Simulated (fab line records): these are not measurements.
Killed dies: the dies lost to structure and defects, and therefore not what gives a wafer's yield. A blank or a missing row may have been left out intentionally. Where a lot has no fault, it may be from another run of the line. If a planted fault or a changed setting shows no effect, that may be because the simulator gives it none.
One fault through the eyes of 2 desks ; flow nand harc ; every desk sees just its own numbers, and what lay behind them comes last

== THE TOOL OWNER'S DESK: litho track-01 ==
At NHARC_A_SGD_CUT_SOFTBAKE_04 (time 55 s), the tool's own readings, given per lot that ran on this tool as the mean of the sampled wafers with a number. If a lot's mean is further than 4 standard deviations from the usual mean, the lot is out of limits and carries the mark OUT (the distance appears in the brackets).
Columns: A = heater power total W at NHARC_A_SGD_CUT_SOFTBAKE_04, usual 188.43 W
lot;first seen here;A
L981;day 19 18:00;188.64
L990;day 23 07:00;190.67 (+16) OUT
L992;day 23 14:00;190.47 (+15) OUT
L997;day 26 07:00;188.44
L999;day 27 02:00;188.35
This desk's verdict: out of limits on L990, L992, starting with L990 at day 23 07:00 (heater power total W at NHARC_A_SGD_CUT_SOFTBAKE_04). In limits: L981, L997, L999.

== AT THE METROLOGY DESK ==
Means of the sampled wafers that have a number, per lot and without regard to the tool the lot ran on: this is what the gauges read. If a lot's mean is further than 4 standard deviations from the usual mean, the lot is out of limits and carries the mark OUT (the distance appears in the brackets).
Columns: A = cd nm at NHARC_A_SGD_CUT_CD_MEAS_09, usual 100.0 nm
lot;first seen here;A
L980;day 19 08:28;99.7
L981;day 19 18:32;100.0
L990;day 23 08:19;100.3
L992;day 23 14:33;100.5
L993;day 24 12:40;100.4
L997;day 26 07:37;100.1
L998;day 26 08:05;99.5
L999;day 27 02:29;99.9
L100;day 27 02:38;100.3
L102;day 28 05:06;100.0
L101;day 28 17:02;100.0
L103;day 29 10:32;100.9
This desk's verdict: no lot among the 12 shows anything out of limits.

== BROUGHT TOGETHER ==
The tool owner's desk could have raised an alarm at day 23 07:00, on L990, L992.
Metrology desk: nothing out of limits seen.
The metrology desk holds a record of L990, L992, inside its limits.
All the named lots went through NHARC_A_SGD_CUT_SOFTBAKE_04 on litho track-01.

== WHAT THE SIMULATOR PUT IN ==
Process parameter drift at NHARC_A_SGD_CUT_SOFTBAKE_04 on litho track-01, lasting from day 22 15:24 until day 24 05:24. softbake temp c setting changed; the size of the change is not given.
Struck lots among those shown: L990, L992.
Time in hours from fault onset to the first out-of-limits reading at each desk: the tool owner's desk, 16.
